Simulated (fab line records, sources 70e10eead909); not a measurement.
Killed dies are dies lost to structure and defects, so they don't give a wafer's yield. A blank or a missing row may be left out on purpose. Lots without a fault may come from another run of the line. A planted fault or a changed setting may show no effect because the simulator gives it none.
Chamber matching | flow nand_harc | NHARC_A_STAIRCASE_DESCUM_291 on rie_diel-04: 4 sister chambers
The step chemistry O2, time 3 s. 14 wafers are shown with their chamber, then 7 later ones without.

WAFERS WITH THEIR CHAMBER
wafer  | chamber | showerhead_plenum_p_Torr (Torr) | throttle_valve_pct (%) | oes_product_au (a.u.)
L074.1 | 1       | 1.90                            | 11.314                 | 0.990
L074.4 | 2       | 1.90                            | 11.314                 | 0.988
L074.5 | 0       | 1.96                            | 11.314                 | 0.990
L076.1 | 2       | 1.90                            | 11.303                 | 0.995
L076.2 | 0       | 1.96                            | 11.311                 | 0.994
L076.6 | 1       | 1.90                            | 11.322                 | 0.999
L078.3 | 1       | 1.90                            | 11.306                 | 1.001
L078.4 | 1       | 1.90                            | 11.328                 | 0.990
L078.5 | 0       | 1.96                            | 11.324                 | 0.995
L083.2 | 3       | 1.83                            | 11.307                 | 0.991
L083.4 | 2       | 1.90                            | 11.300                 | 1.000
L083.5 | 3       | 1.83                            | 11.301                 | 0.994
L086.1 | 2       | 1.89                            | 11.306                 | 0.999
L086.2 | 1       | 1.89                            | 11.310                 | 1.005

SIGNATURES (means of the wafers above)
reading                  | chamber 0 | chamber 1 | chamber 2 | chamber 3 | scatter within a chamber
showerhead_plenum_p_Torr | 1.9600    | 1.8980    | 1.8975    | 1.8300    | 0.00394
throttle_valve_pct       | 11.31633  | 11.31600  | 11.30575  | 11.30400  | 0.00734
oes_product_au           | 0.99300   | 0.99700   | 0.99550   | 0.99250   | 0.00538
Rule: a wafer's distance from a chamber is the root of the sum, over the readings, of the square of ((its reading less the chamber's mean) divided by the reading's scatter). The wafer belongs to the nearest chamber; if the next one is less than 2 further off, it can't be placed. The scatter: the root of (the sum of the squares of (reading less its chamber's mean) over the shown wafers, divided by (wafers less chambers)).

WAFERS WITHOUT THEIR CHAMBER
wafer  | showerhead_plenum_p_Torr (Torr) | throttle_valve_pct (%) | oes_product_au (a.u.)
L086.4 | 1.95                            | 11.296                 | 1.001
L089.1 | 1.89                            | 11.310                 | 1.001
L089.4 | 1.89                            | 11.317                 | 0.995
L089.5 | 1.82                            | 11.312                 | 1.002
L090.1 | 1.95                            | 11.317                 | 0.986
L090.3 | 1.89                            | 11.325                 | 0.995
L090.6 | 1.82                            | 11.314                 | 0.992

WHICH CHAMBER EACH WENT THROUGH
wafer  | from the rows above     | in truth
L086.4 | 0                       | 0
L089.1 | can't be placed: 2 or 1 | 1
L089.4 | can't be placed: 1 or 2 | 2
L089.5 | 3                       | 3
L090.1 | 0                       | 0
L090.3 | can't be placed: 1 or 2 | 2
L090.6 | 3                       | 3
Placed correctly: 4 of 7. Can't be placed from these rows: 3 (the true chamber is among the candidates in 3). Placed wrongly: 0.
